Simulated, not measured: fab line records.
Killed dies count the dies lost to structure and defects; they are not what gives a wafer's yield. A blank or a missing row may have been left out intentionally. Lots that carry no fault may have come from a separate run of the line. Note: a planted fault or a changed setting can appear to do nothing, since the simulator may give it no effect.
Which tool is to blame? :: flow n5Finfet :: 37 wafers from 14 lots sampled at 7 of the route's 1938 steps

## WHAT THE GAUGES READ, wafer by wafer
N5_FIN_SAQP_THK_MEAS_05.
lot: L227
measured: day 1 20:59
on: filmMetro-02
thkNm (nm): 37.8 38.7

lot: L228
measured: day 2 02:56
on: filmMetro-02
thkNm (nm): 37.9 38.1 38.3

lot: L229
measured: day 2 08:43
on: filmMetro-01
thkNm (nm): 37.2 38.1

lot: L230
measured: day 2 15:24
on: filmMetro-01
thkNm (nm): 38.4 39.0 38.7

lot: L231
measured: day 2 21:07
on: filmMetro-02
thkNm (nm): 38.4 38.3 39.1

lot: L232
measured: day 3 03:17
on: filmMetro-02
thkNm (nm): 38.2 38.1 37.7

lot: L233
measured: day 3 08:35
on: filmMetro-02
thkNm (nm): 37.8 38.4 38.5

lot: L235
measured: day 3 21:04
on: filmMetro-01
thkNm (nm): 37.5 38.4

lot: L240
measured: day 5 04:07
on: filmMetro-02
thkNm (nm): 30.2 38.4

lot: L244
measured: day 6 02:51
on: filmMetro-02
thkNm (nm): 37.8 29.5 38.1

lot: L247
measured: day 6 20:54
on: filmMetro-01
thkNm (nm): 37.7 37.8 38.5

lot: L248
measured: day 7 03:35
on: filmMetro-01
thkNm (nm): 37.9 38.3

lot: L249
measured: day 7 08:35
on: filmMetro-02
thkNm (nm): 37.8 37.4 38.4

lot: L250
measured: day 7 14:59
on: filmMetro-01
thkNm (nm): 37.8 37.9 38.2

N5_BEOL_M4_RC_MEAS_101.
lot: L227
measured: day 7 13:00
on: prober-02
DIBL_N (mV/V): 36.6 34.4
DIBL_P (mV/V): 35.7 33.3
IOFF_N (nA/um): 0.16 0.13
IOFF_P (nA/um): 0.23 0.19
ION_N (uA/um): 678 683
ION_P (uA/um): 469 473
SS_N (mV/dec): 72.4 71.6
SS_P (mV/dec): 73.7 73.3
VT_N (mV): 250 252
VT_P (mV): -252 -250

lot: L228
measured: day 7 15:59
on: prober-02
DIBL_N (mV/V): 36.3 36.8 38.4
DIBL_P (mV/V): 36.0 36.5 37.9
IOFF_N (nA/um): 0.14 0.14 0.17
IOFF_P (nA/um): 0.21 0.21 0.25
ION_N (uA/um): 683 665 676
ION_P (uA/um): 471 462 464
SS_N (mV/dec): 71.0 71.5 71.2
SS_P (mV/dec): 73.8 73.4 74.0
VT_N (mV): 254 253 250
VT_P (mV): -254 -253 -251

lot: L229
measured: day 7 19:15
on: prober-02
DIBL_N (mV/V): 33.4 35.0
DIBL_P (mV/V): 33.4 36.1
IOFF_N (nA/um): 0.12 0.15
IOFF_P (nA/um): 0.15 0.20
ION_N (uA/um): 664 661
ION_P (uA/um): 452 453
SS_N (mV/dec): 70.8 71.6
SS_P (mV/dec): 72.9 73.3
VT_N (mV): 258 249
VT_P (mV): -254 -251

lot: L230
measured: day 8 12:02
on: prober-01
DIBL_N (mV/V): 37.1 34.0 35.2
DIBL_P (mV/V): 37.1 33.1 35.2
IOFF_N (nA/um): 0.18 0.12 0.15
IOFF_P (nA/um): 0.21 0.16 0.18
ION_N (uA/um): 673 648 679
ION_P (uA/um): 458 447 456
SS_N (mV/dec): 72.1 71.8 72.0
SS_P (mV/dec): 74.2 72.7 73.1
VT_N (mV): 248 254 250
VT_P (mV): -250 -255 -254

lot: L231
measured: day 8 17:03
on: prober-02
DIBL_N (mV/V): 36.0 38.8 38.9
DIBL_P (mV/V): 35.8 39.2 39.4
IOFF_N (nA/um): 0.14 0.20 0.19
IOFF_P (nA/um): 0.22 0.28 0.28
ION_N (uA/um): 661 679 675
ION_P (uA/um): 460 467 473
SS_N (mV/dec): 72.0 71.9 72.2
SS_P (mV/dec): 73.4 74.3 74.7
VT_N (mV): 255 249 248
VT_P (mV): -250 -244 -244

lot: L232
measured: day 8 20:27
on: prober-01
DIBL_N (mV/V): 34.0 35.5 32.7
DIBL_P (mV/V): 34.1 35.7 32.4
IOFF_N (nA/um): 0.12 0.15 0.11
IOFF_P (nA/um): 0.20 0.21 0.18
ION_N (uA/um): 665 666 669
ION_P (uA/um): 465 461 468
SS_N (mV/dec): 70.5 70.8 70.6
SS_P (mV/dec): 73.1 73.2 72.9
VT_N (mV): 253 251 256
VT_P (mV): -249 -247 -252

lot: L233
measured: day 9 00:52
on: prober-01
DIBL_N (mV/V): 39.4 39.9 40.0
DIBL_P (mV/V): 39.1 40.1 39.6
IOFF_N (nA/um): 0.25 0.24 0.26
IOFF_P (nA/um): 0.27 0.28 0.28
ION_N (uA/um): 681 683 683
ION_P (uA/um): 460 461 464
SS_N (mV/dec): 72.0 72.9 72.5
SS_P (mV/dec): 74.2 74.2 73.5
VT_N (mV): 244 245 246
VT_P (mV): -247 -247 -248

lot: L235
measured: day 9 17:47
on: prober-01
DIBL_N (mV/V): 34.9 35.7
DIBL_P (mV/V): 32.9 33.0
IOFF_N (nA/um): 0.12 0.14
IOFF_P (nA/um): 0.18 0.19
ION_N (uA/um): 653 677
ION_P (uA/um): 457 462
SS_N (mV/dec): 71.0 70.8
SS_P (mV/dec): 73.2 72.8
VT_N (mV): 255 251
VT_P (mV): -252 -253

lot: L240
measured: day 10 20:37
on: prober-01
DIBL_N (mV/V): 39.0 36.2
DIBL_P (mV/V): 38.5 36.6
IOFF_N (nA/um): 0.19 0.14
IOFF_P (nA/um): 0.21 0.18
ION_N (uA/um): 679 660
ION_P (uA/um): 453 453
SS_N (mV/dec): 72.6 71.2
SS_P (mV/dec): 74.1 73.5
VT_N (mV): 247 251
VT_P (mV): -256 -256

lot: L244
measured: day 11 13:49
on: prober-02
DIBL_N (mV/V): 36.2 39.5 35.8
DIBL_P (mV/V): 33.6 37.7 33.4
IOFF_N (nA/um): 0.13 0.20 0.13
IOFF_P (nA/um): 0.19 0.26 0.19
ION_N (uA/um): 663 686 653
ION_P (uA/um): 451 467 456
SS_N (mV/dec): 71.1 71.9 71.4
SS_P (mV/dec): 72.5 74.1 73.3
VT_N (mV): 253 250 253
VT_P (mV): -255 -247 -254

lot: L247
measured: day 12 09:29
on: prober-01
DIBL_N (mV/V): 36.9 33.8 36.6
DIBL_P (mV/V): 37.1 33.7 37.1
IOFF_N (nA/um): 0.16 0.11 0.16
IOFF_P (nA/um): 0.18 0.13 0.17
ION_N (uA/um): 670 662 682
ION_P (uA/um): 454 446 459
SS_N (mV/dec): 71.6 70.9 71.5
SS_P (mV/dec): 73.1 72.7 73.2
VT_N (mV): 251 256 249
VT_P (mV): -258 -262 -258

lot: L248
measured: day 12 17:08
on: prober-01
DIBL_N (mV/V): 36.8 38.1
DIBL_P (mV/V): 35.2 37.4
IOFF_N (nA/um): 0.15 0.17
IOFF_P (nA/um): 0.19 0.21
ION_N (uA/um): 667 689
ION_P (uA/um): 454 464
SS_N (mV/dec): 71.3 71.6
SS_P (mV/dec): 73.0 74.0
VT_N (mV): 253 246
VT_P (mV): -254 -253

lot: L249
measured: day 13 07:39
on: prober-01
DIBL_N (mV/V): 34.2 37.2 36.9
DIBL_P (mV/V): 32.7 37.0 36.4
IOFF_N (nA/um): 0.10 0.15 0.14
IOFF_P (nA/um): 0.14 0.19 0.19
ION_N (uA/um): 656 667 666
ION_P (uA/um): 455 456 463
SS_N (mV/dec): 70.4 71.2 71.6
SS_P (mV/dec): 71.8 72.6 72.9
VT_N (mV): 257 251 252
VT_P (mV): -254 -253 -255

lot: L250
measured: day 13 10:01
on: prober-01
DIBL_N (mV/V): 37.9 39.1 39.1
DIBL_P (mV/V): 38.5 41.1 41.7
IOFF_N (nA/um): 0.19 0.23 0.25
IOFF_P (nA/um): 0.23 0.28 0.29
ION_N (uA/um): 687 697 708
ION_P (uA/um): 466 472 478
SS_N (mV/dec): 71.7 73.3 72.5
SS_P (mV/dec): 74.6 74.0 74.3
VT_N (mV): 248 245 243
VT_P (mV): -249 -248 -248

## WHICH TOOL RAN EACH LOT (tool, then ch and the chambers of the sampled wafers, then the start)
lot: L227
N5_PMOS_HMC_CHANNEL_EPI_ETCH_32: rieDiel-01 ch 2,3, day 1 17:29
N5_FIN_SAQP_DENSIFY_62: rtpAnneal-02 ch 0, day 1 20:43
N5_FIN_SAQP_HM_DEP_03: pecvd-01 ch 0,2, day 1 20:54
N5_FIN_SAQP_PECVD_48: pecvd-02 ch 0,1, day 1 21:04
N5_FIN_SAQP_HM_OPEN_33: rieDiel-04 ch 0,2, day 2 01:17

lot: L228
N5_PMOS_HMC_CHANNEL_EPI_ETCH_32: rieDiel-05 ch 0,1, day 1 23:19
N5_FIN_SAQP_DENSIFY_62: rtpAnneal-01 ch 0, day 2 02:42
N5_FIN_SAQP_HM_DEP_03: pecvd-02 ch 0,1, day 2 02:51
N5_FIN_SAQP_PECVD_48: pecvd-02 ch 0,1, day 2 03:01
N5_FIN_SAQP_HM_OPEN_33: rieDiel-02 ch 0,2, day 2 08:07

lot: L229
N5_PMOS_HMC_CHANNEL_EPI_ETCH_32: rieDiel-03 ch 1, day 2 05:19
N5_FIN_SAQP_DENSIFY_62: rtpAnneal-02 ch 0, day 2 08:27
N5_FIN_SAQP_HM_DEP_03: pecvd-01 ch 0,1, day 2 08:38
N5_FIN_SAQP_PECVD_48: pecvd-04 ch 0,1, day 2 08:49
N5_FIN_SAQP_HM_OPEN_33: rieDiel-06 ch 2,3, day 2 13:34

lot: L230
N5_PMOS_HMC_CHANNEL_EPI_ETCH_32: rieDiel-05 ch 1,2, day 2 11:35
N5_FIN_SAQP_DENSIFY_62: rtpAnneal-02 ch 0, day 2 15:07
N5_FIN_SAQP_HM_DEP_03: pecvd-01 ch 0,1, day 2 15:19
N5_FIN_SAQP_PECVD_48: pecvd-04 ch 0,1, day 2 15:30
N5_FIN_SAQP_HM_OPEN_33: rieDiel-02 ch 0,1,2, day 2 20:31

lot: L231
N5_PMOS_HMC_CHANNEL_EPI_ETCH_32: rieDiel-01 ch 0,1,3, day 2 17:46
N5_FIN_SAQP_DENSIFY_62: rtpAnneal-02 ch 0, day 2 20:48
N5_FIN_SAQP_HM_DEP_03: pecvd-01 ch 1,2, day 2 21:01
N5_FIN_SAQP_PECVD_48: pecvd-02 ch 1,2, day 2 21:11
N5_FIN_SAQP_HM_OPEN_33: rieDiel-02 ch 1,2,3, day 3 01:41

lot: L232
N5_PMOS_HMC_CHANNEL_EPI_ETCH_32: rieDiel-01 ch 2,3, day 2 23:42
N5_FIN_SAQP_DENSIFY_62: rtpAnneal-02 ch 0, day 3 03:01
N5_FIN_SAQP_HM_DEP_03: pecvd-04 ch 0,1, day 3 03:12
N5_FIN_SAQP_PECVD_48: pecvd-01 ch 0,2, day 3 03:22
N5_FIN_SAQP_HM_OPEN_33: rieDiel-06 ch 0,1, day 3 07:52

lot: L233
N5_PMOS_HMC_CHANNEL_EPI_ETCH_32: rieDiel-03 ch 0,2,3, day 3 05:05
N5_FIN_SAQP_DENSIFY_62: rtpAnneal-02 ch 0, day 3 08:17
N5_FIN_SAQP_HM_DEP_03: pecvd-02 ch 0,2, day 3 08:29
N5_FIN_SAQP_PECVD_48: pecvd-04 ch 0,1,2, day 3 08:40
N5_FIN_SAQP_HM_OPEN_33: rieDiel-02 ch 0,2, day 3 13:36

lot: L235
N5_PMOS_HMC_CHANNEL_EPI_ETCH_32: rieDiel-01 ch 1,3, day 3 17:28
N5_FIN_SAQP_DENSIFY_62: rtpAnneal-01 ch 0, day 3 20:46
N5_FIN_SAQP_HM_DEP_03: pecvd-04 ch 2, day 3 20:58
N5_FIN_SAQP_PECVD_48: pecvd-01 ch 0,2, day 3 21:09
N5_FIN_SAQP_HM_OPEN_33: rieDiel-06 ch 1,3, day 4 01:35

lot: L240
N5_PMOS_HMC_CHANNEL_EPI_ETCH_32: rieDiel-03 ch 0,3, day 4 23:38
N5_FIN_SAQP_DENSIFY_62: rtpAnneal-01 ch 0, day 5 03:50
N5_FIN_SAQP_HM_DEP_03: pecvd-04 ch 0,1, day 5 04:01
N5_FIN_SAQP_PECVD_48: pecvd-04 ch 0,1, day 5 04:13
N5_FIN_SAQP_HM_OPEN_33: rieDiel-02 ch 1,2, day 5 08:49

lot: L244
N5_PMOS_HMC_CHANNEL_EPI_ETCH_32: rieDiel-03 ch 0,1,3, day 5 23:20
N5_FIN_SAQP_DENSIFY_62: rtpAnneal-01 ch 0, day 6 02:33
N5_FIN_SAQP_HM_DEP_03: pecvd-04 ch 0,2, day 6 02:46
N5_FIN_SAQP_PECVD_48: pecvd-01 ch 1,2, day 6 02:56
N5_FIN_SAQP_HM_OPEN_33: rieDiel-02 ch 0,1,3, day 6 07:41

lot: L247
N5_PMOS_HMC_CHANNEL_EPI_ETCH_32: rieDiel-01 ch 0,1,2, day 6 17:08
N5_FIN_SAQP_DENSIFY_62: rtpAnneal-01 ch 0, day 6 20:38
N5_FIN_SAQP_HM_DEP_03: pecvd-01 ch 0,1, day 6 20:49
N5_FIN_SAQP_PECVD_48: pecvd-02 ch 0,2, day 6 20:59
N5_FIN_SAQP_HM_OPEN_33: rieDiel-06 ch 0,2, day 7 01:54

lot: L248
N5_PMOS_HMC_CHANNEL_EPI_ETCH_32: rieDiel-01 ch 0, day 7 00:08
N5_FIN_SAQP_DENSIFY_62: rtpAnneal-01 ch 0, day 7 03:18
N5_FIN_SAQP_HM_DEP_03: pecvd-02 ch 2, day 7 03:29
N5_FIN_SAQP_PECVD_48: pecvd-04 ch 1,2, day 7 03:39
N5_FIN_SAQP_HM_OPEN_33: rieDiel-06 ch 0,3, day 7 07:50

lot: L249
N5_PMOS_HMC_CHANNEL_EPI_ETCH_32: rieDiel-03 ch 0,1,3, day 7 05:06
N5_FIN_SAQP_DENSIFY_62: rtpAnneal-01 ch 0, day 7 08:19
N5_FIN_SAQP_HM_DEP_03: pecvd-01 ch 0,1,2, day 7 08:30
N5_FIN_SAQP_PECVD_48: pecvd-04 ch 0,2, day 7 08:41
N5_FIN_SAQP_HM_OPEN_33: rieDiel-06 ch 0,2, day 7 13:35

lot: L250
N5_PMOS_HMC_CHANNEL_EPI_ETCH_32: rieDiel-05 ch 0,1, day 7 11:11
N5_FIN_SAQP_DENSIFY_62: rtpAnneal-01 ch 0, day 7 14:43
N5_FIN_SAQP_HM_DEP_03: pecvd-02 ch 0,2, day 7 14:54
N5_FIN_SAQP_PECVD_48: pecvd-01 ch 1,2, day 7 15:05
N5_FIN_SAQP_HM_OPEN_33: rieDiel-04 ch 0,1,2, day 7 19:21
- N5_PMOS_HMC_CHANNEL_EPI_ETCH_32: etches BARC in N2/H2, stops on SiO2, target depth 85.8 nm, time 50.3 s.
- N5_FIN_SAQP_DENSIFY_62: time 60 s.
- N5_FIN_SAQP_HM_DEP_03: deposits SiNx from SiH4/NH3/N2, target thk 38 nm, time 33.6 s.
- N5_FIN_SAQP_PECVD_48: deposits SiNx from SiH4/NH3/N2, target thk 25 nm, time 22.1 s.
- N5_FIN_SAQP_HM_OPEN_33: chemistry CH3F/O2, target SiNx, target depth 49.4 nm, time 70.6 s.

## AS READ BY THE TOOLS THEMSELVES (means over the sampled wafers that have a number; for cases with no such wafer, the mark the record gives instead)
N5_PMOS_HMC_CHANNEL_EPI_ETCH_32.
lot: L227
tool: rieDiel-01
drypumpMotorCurrentA (A): 5.2
oesProductAu (a.u.): 0.63
rfVppV (V): 522.9
showerheadPlenumPTorr (Torr): 2.50
throttleValvePct (%): 18.11

lot: L228
tool: rieDiel-05
drypumpMotorCurrentA (A): 5.9
oesProductAu (a.u.): 0.75
rfVppV (V): 525.4
showerheadPlenumPTorr (Torr): 2.60
throttleValvePct (%): 17.63

lot: L229
tool: rieDiel-03
drypumpMotorCurrentA (A): 6.1
oesProductAu (a.u.): 0.59
rfVppV (V): 522.6
showerheadPlenumPTorr (Torr): 2.53
throttleValvePct (%): 18.20

lot: L230
tool: rieDiel-05
drypumpMotorCurrentA (A): 6.3
oesProductAu (a.u.): 0.76
rfVppV (V): 527.3
showerheadPlenumPTorr (Torr): 2.71
throttleValvePct (%): 17.54

lot: L231
tool: rieDiel-01
drypumpMotorCurrentA (A): 5.3
oesProductAu (a.u.): 0.75
rfVppV (V): 524.1
showerheadPlenumPTorr (Torr): 2.56
throttleValvePct (%): 17.86

lot: L232
tool: rieDiel-01
drypumpMotorCurrentA (A): 5.3
oesProductAu (a.u.): 0.62
rfVppV (V): 522.2
showerheadPlenumPTorr (Torr): 2.48
throttleValvePct (%): 18.04

lot: L233
tool: rieDiel-03
drypumpMotorCurrentA (A): 5.5
oesProductAu (a.u.): 0.65
rfVppV (V): 524.0
showerheadPlenumPTorr (Torr): 2.54
throttleValvePct (%): 17.82

lot: L235
tool: rieDiel-01
drypumpMotorCurrentA (A): 5.6
oesProductAu (a.u.): 0.72
rfVppV (V): 522.2
showerheadPlenumPTorr (Torr): 2.53
throttleValvePct (%): 17.80

lot: L240
tool: rieDiel-03
drypumpMotorCurrentA (A): 5.7
oesProductAu (a.u.): 0.64
rfVppV (V): 526.0
showerheadPlenumPTorr (Torr): 2.59
throttleValvePct (%): 17.99

lot: L244
tool: rieDiel-03
drypumpMotorCurrentA (A): 5.8
oesProductAu (a.u.): 0.69
rfVppV (V): 524.0
showerheadPlenumPTorr (Torr): 2.56
throttleValvePct (%): 17.97

lot: L247
tool: rieDiel-01
drypumpMotorCurrentA (A): 5.2
oesProductAu (a.u.): 0.70
rfVppV (V): 524.3
showerheadPlenumPTorr (Torr): 2.57
throttleValvePct (%): 18.07

lot: L248
tool: rieDiel-01
drypumpMotorCurrentA (A): 4.9
oesProductAu (a.u.): 0.76
rfVppV (V): 524.8
showerheadPlenumPTorr (Torr): 2.60
throttleValvePct (%): 18.05

lot: L249
tool: rieDiel-03
drypumpMotorCurrentA (A): 5.8
oesProductAu (a.u.): 0.67
rfVppV (V): 523.8
showerheadPlenumPTorr (Torr): 2.56
throttleValvePct (%): 17.98

lot: L250
tool: rieDiel-05
drypumpMotorCurrentA (A): 5.9
oesProductAu (a.u.): 0.71
rfVppV (V): 524.8
showerheadPlenumPTorr (Torr): 2.58
throttleValvePct (%): 17.69

N5_FIN_SAQP_DENSIFY_62.
lot: L227
tool: rtpAnneal-02
lampPowerPct (%): 9.77
wafer_temp_C_max: 703.2

lot: L228
tool: rtpAnneal-01
lampPowerPct (%): 9.83
wafer_temp_C_max: 703.0

lot: L229
tool: rtpAnneal-02
lampPowerPct (%): 9.82
wafer_temp_C_max: 703.4

lot: L230
tool: rtpAnneal-02
lampPowerPct (%): 9.78
wafer_temp_C_max: 703.2

lot: L231
tool: rtpAnneal-02
lampPowerPct (%): 9.85
wafer_temp_C_max: 702.8

lot: L232
tool: rtpAnneal-02
lampPowerPct (%): 9.82
wafer_temp_C_max: 703.5

lot: L233
tool: rtpAnneal-02
lampPowerPct (%): 9.88
wafer_temp_C_max: 703.1

lot: L235
tool: rtpAnneal-01
lampPowerPct (%): 9.84
wafer_temp_C_max: 703.0

lot: L240
tool: rtpAnneal-01
lampPowerPct (%): 9.79
wafer_temp_C_max: 702.9

lot: L244
tool: rtpAnneal-01
lampPowerPct (%): 9.90
wafer_temp_C_max: 703.0

lot: L247
tool: rtpAnneal-01
lampPowerPct (%): 9.84
wafer_temp_C_max: 703.1

lot: L248
tool: rtpAnneal-01
lampPowerPct (%): 9.89
wafer_temp_C_max: 703.7

lot: L249
tool: rtpAnneal-01
lampPowerPct (%): 9.84
wafer_temp_C_max: 703.7

lot: L250
tool: rtpAnneal-01
lampPowerPct (%): 9.84
wafer_temp_C_max: 703.4

N5_FIN_SAQP_HM_DEP_03.
lot: L227
tool: pecvd-01
heaterPowerW (W): 712
showerheadPlenumPTorr (Torr): 5.13
throttleValvePct (%): 38

lot: L228
tool: pecvd-02
heaterPowerW (W): 887
showerheadPlenumPTorr (Torr): 5.15
throttleValvePct (%): 41

lot: L229
tool: pecvd-01
heaterPowerW (W): 844
showerheadPlenumPTorr (Torr): 5.11
throttleValvePct (%): 42

lot: L230
tool: pecvd-01
heaterPowerW (W): 846
showerheadPlenumPTorr (Torr): 5.12
throttleValvePct (%): 41

lot: L231
tool: pecvd-01
heaterPowerW (W): 703
showerheadPlenumPTorr (Torr): 5.11
throttleValvePct (%): 41

lot: L232
tool: pecvd-04
heaterPowerW (W): 732
showerheadPlenumPTorr (Torr): 5.05
throttleValvePct (%): 42

lot: L233
tool: pecvd-02
heaterPowerW (W): 754
showerheadPlenumPTorr (Torr): 5.08
throttleValvePct (%): 40

lot: L235
tool: pecvd-04
heaterPowerW (W): 732
showerheadPlenumPTorr (Torr): 5.08
throttleValvePct (%): 36

lot: L240
tool: pecvd-04
heaterPowerW (W): 761
showerheadPlenumPTorr (Torr): 5.08
throttleValvePct (%): 42

lot: L244
tool: pecvd-04
heaterPowerW (W): 807
showerheadPlenumPTorr (Torr): 5.06
throttleValvePct (%): 38

lot: L247
tool: pecvd-01
heaterPowerW (W): 804
showerheadPlenumPTorr (Torr): 5.12
throttleValvePct (%): 41

lot: L248
tool: pecvd-02
heaterPowerW (W): 640
showerheadPlenumPTorr (Torr): 5.15
throttleValvePct (%): 41

lot: L249
tool: pecvd-01
heaterPowerW (W): 726
showerheadPlenumPTorr (Torr): 5.12
throttleValvePct (%): 40

lot: L250
tool: pecvd-02
heaterPowerW (W): 728
showerheadPlenumPTorr (Torr): 5.11
throttleValvePct (%): 40

N5_FIN_SAQP_PECVD_48.
lot: L227
tool: pecvd-02
heaterPowerW (W): 831
showerheadPlenumPTorr (Torr): 5.12
throttleValvePct (%): 40.4

lot: L228
tool: pecvd-02
heaterPowerW (W): 823
showerheadPlenumPTorr (Torr): 5.10
throttleValvePct (%): 39.9

lot: L229
tool: pecvd-04
heaterPowerW (W): 716
showerheadPlenumPTorr (Torr): 5.08
throttleValvePct (%): 42.5

lot: L230
tool: pecvd-04
heaterPowerW (W): 827
showerheadPlenumPTorr (Torr): 5.11
throttleValvePct (%): 43.8

lot: L231
tool: pecvd-02
heaterPowerW (W): 818
showerheadPlenumPTorr (Torr): 5.19
throttleValvePct (%): 41.4

lot: L232
tool: pecvd-01
heaterPowerW (W): 759
showerheadPlenumPTorr (Torr): 5.13
throttleValvePct (%): 38.0

lot: L233
tool: pecvd-04
heaterPowerW (W): 798
showerheadPlenumPTorr (Torr): 5.08
throttleValvePct (%): 40.5

lot: L235
tool: pecvd-01
heaterPowerW (W): 750
showerheadPlenumPTorr (Torr): 5.13
throttleValvePct (%): 37.4

lot: L240
tool: pecvd-04
heaterPowerW (W): 732
showerheadPlenumPTorr (Torr): 5.08
throttleValvePct (%): 43.0

lot: L244
tool: pecvd-01
heaterPowerW (W): 692
showerheadPlenumPTorr (Torr): 5.13
throttleValvePct (%): 38.7

lot: L247
tool: pecvd-02
heaterPowerW (W): 784
showerheadPlenumPTorr (Torr): 5.08
throttleValvePct (%): 40.2

lot: L248
tool: pecvd-04
heaterPowerW (W): 825
showerheadPlenumPTorr (Torr): 5.12
throttleValvePct (%): 41.4

lot: L249
tool: pecvd-04
heaterPowerW (W): 817
showerheadPlenumPTorr (Torr): 5.06
throttleValvePct (%): 37.8

lot: L250
tool: pecvd-01
heaterPowerW (W): 683
showerheadPlenumPTorr (Torr): 5.10
throttleValvePct (%): 41.7

N5_FIN_SAQP_HM_OPEN_33.
lot: L227
tool: rieDiel-04
CH3F_flow_sccm (sccm): 29.98
drypumpMotorCurrentA (A): 6.2
etchRfOnTimeS (s): 69.4
oesProductAu (a.u.): 0.70
rfVppV (V): 296
showerheadPlenumPTorr (Torr): 1.94
throttleValvePct (%): 16.25

lot: L228
tool: rieDiel-02
CH3F_flow_sccm (sccm): 29.99
drypumpMotorCurrentA (A): 5.1
etchRfOnTimeS (s): 69.9
oesProductAu (a.u.): 0.62
rfVppV (V): 295
showerheadPlenumPTorr (Torr): 2.03
throttleValvePct (%): 16.55

lot: L229
tool: rieDiel-06
CH3F_flow_sccm (sccm): 29.94
drypumpMotorCurrentA (A): 5.6
etchRfOnTimeS (s): 68.2
oesProductAu (a.u.): 0.64
rfVppV (V): 294
showerheadPlenumPTorr (Torr): 1.97
throttleValvePct (%): 16.77

lot: L230
tool: rieDiel-02
CH3F_flow_sccm (sccm): 29.95
drypumpMotorCurrentA (A): 5.3
etchRfOnTimeS (s): 70.7
oesProductAu (a.u.): 0.62
rfVppV (V): 292
showerheadPlenumPTorr (Torr): 2.05
throttleValvePct (%): 16.61

lot: L231
tool: rieDiel-02
CH3F_flow_sccm (sccm): 30.03
drypumpMotorCurrentA (A): 5.4
etchRfOnTimeS (s): 70.3
oesProductAu (a.u.): 0.69
rfVppV (V): 290
showerheadPlenumPTorr (Torr): 2.08
throttleValvePct (%): 16.38

lot: L232
tool: rieDiel-06
CH3F_flow_sccm (sccm): 29.97
drypumpMotorCurrentA (A): 6.1
etchRfOnTimeS (s): 70.1
oesProductAu (a.u.): 0.60
rfVppV (V): 294
showerheadPlenumPTorr (Torr): 2.07
throttleValvePct (%): 16.63

lot: L233
tool: rieDiel-02
CH3F_flow_sccm (sccm): 29.95
drypumpMotorCurrentA (A): 5.1
etchRfOnTimeS (s): 70.1
oesProductAu (a.u.): 0.71
rfVppV (V): 296
showerheadPlenumPTorr (Torr): 2.03
throttleValvePct (%): 16.42

lot: L235
tool: rieDiel-06
CH3F_flow_sccm (sccm): 29.99
drypumpMotorCurrentA (A): 6.0
etchRfOnTimeS (s): 70.4
oesProductAu (a.u.): 0.61
rfVppV (V): 296
showerheadPlenumPTorr (Torr): 2.03
throttleValvePct (%): 16.84

lot: L240
tool: rieDiel-02
CH3F_flow_sccm (sccm): 30.03
drypumpMotorCurrentA (A): 5.2
etchRfOnTimeS (s): 62.8
oesProductAu (a.u.): 0.62
rfVppV (V): 290
showerheadPlenumPTorr (Torr): 2.04
throttleValvePct (%): 16.54

lot: L244
tool: rieDiel-02
CH3F_flow_sccm (sccm): 29.95
drypumpMotorCurrentA (A): 5.5
etchRfOnTimeS (s): 63.6
oesProductAu (a.u.): 0.72
rfVppV (V): 293
showerheadPlenumPTorr (Torr): 2.08
throttleValvePct (%): 16.45

lot: L247
tool: rieDiel-06
CH3F_flow_sccm (sccm): 29.88
drypumpMotorCurrentA (A): 5.7
etchRfOnTimeS (s): 68.8
oesProductAu (a.u.): 0.59
rfVppV (V): 293
showerheadPlenumPTorr (Torr): 2.00
throttleValvePct (%): 16.58

lot: L248
tool: rieDiel-06
CH3F_flow_sccm (sccm): 29.91
drypumpMotorCurrentA (A): 5.9
etchRfOnTimeS (s): 69.2
oesProductAu (a.u.): 0.58
rfVppV (V): 296
showerheadPlenumPTorr (Torr): 2.01
throttleValvePct (%): 16.79

lot: L249
tool: rieDiel-06
CH3F_flow_sccm (sccm): 29.93
drypumpMotorCurrentA (A): 5.5
etchRfOnTimeS (s): 69.1
oesProductAu (a.u.): 0.61
rfVppV (V): 293
showerheadPlenumPTorr (Torr): 1.96
throttleValvePct (%): 16.63

lot: L250
tool: rieDiel-04
CH3F_flow_sccm (sccm): 30.04
drypumpMotorCurrentA (A): 6.0
etchRfOnTimeS (s): 68.5
oesProductAu (a.u.): 0.69
rfVppV (V): 297
showerheadPlenumPTorr (Torr): 1.96
throttleValvePct (%): 16.32

## THE ANSWER, worked out from the rows above alone
Rule: what is usual is taken from the lots themselves. Put in order of their means at a reading, lots are off if they are a third of the lots or fewer, leave a main group of 4 or more, and stand apart from it by a gap of 3 or more times the standard deviation of the main group's means; of several such gaps the widest counts. If all means in a main group match to the digits the tables above print for the reading, that group is not used. A lot without any number at a reading at which 4 lots or more have one is off too. Where the step has rows for the other lots, those lots are counted as sound. The gauges are gone through in route order, then the tools' own readings, and for those a lot's mean is taken as printed above. The first step at which some lot is off is used, and at that step the reading that is off furthest; a lot without a number counts as furthest.
Off: L240, L244, at N5_FIN_SAQP_THK_MEAS_05 (thkNm). Main group: mean 38.1 nm, sd 0.28.
A tool fits if, at a process step before that reading, it ran every lot that is off, and no sound lot after the first of them. Not tried: the gauges at N5_FIN_SAQP_THK_MEAS_05; whatever is off there is also off at N5_FIN_SAQP_HM_OPEN_33, on other tools, and gauge error can't account for it. One fits: pecvd-04 at N5_FIN_SAQP_HM_DEP_03. A fault onset in the window from L235 (day 3 20:58, its last sound lot) to L240 (day 5 04:01, its first lot off) fits.

## WHAT THE SIMULATOR PUT IN
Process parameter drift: pecvd-04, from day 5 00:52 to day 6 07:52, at N5_FIN_SAQP_HM_DEP_03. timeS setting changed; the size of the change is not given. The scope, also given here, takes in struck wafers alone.
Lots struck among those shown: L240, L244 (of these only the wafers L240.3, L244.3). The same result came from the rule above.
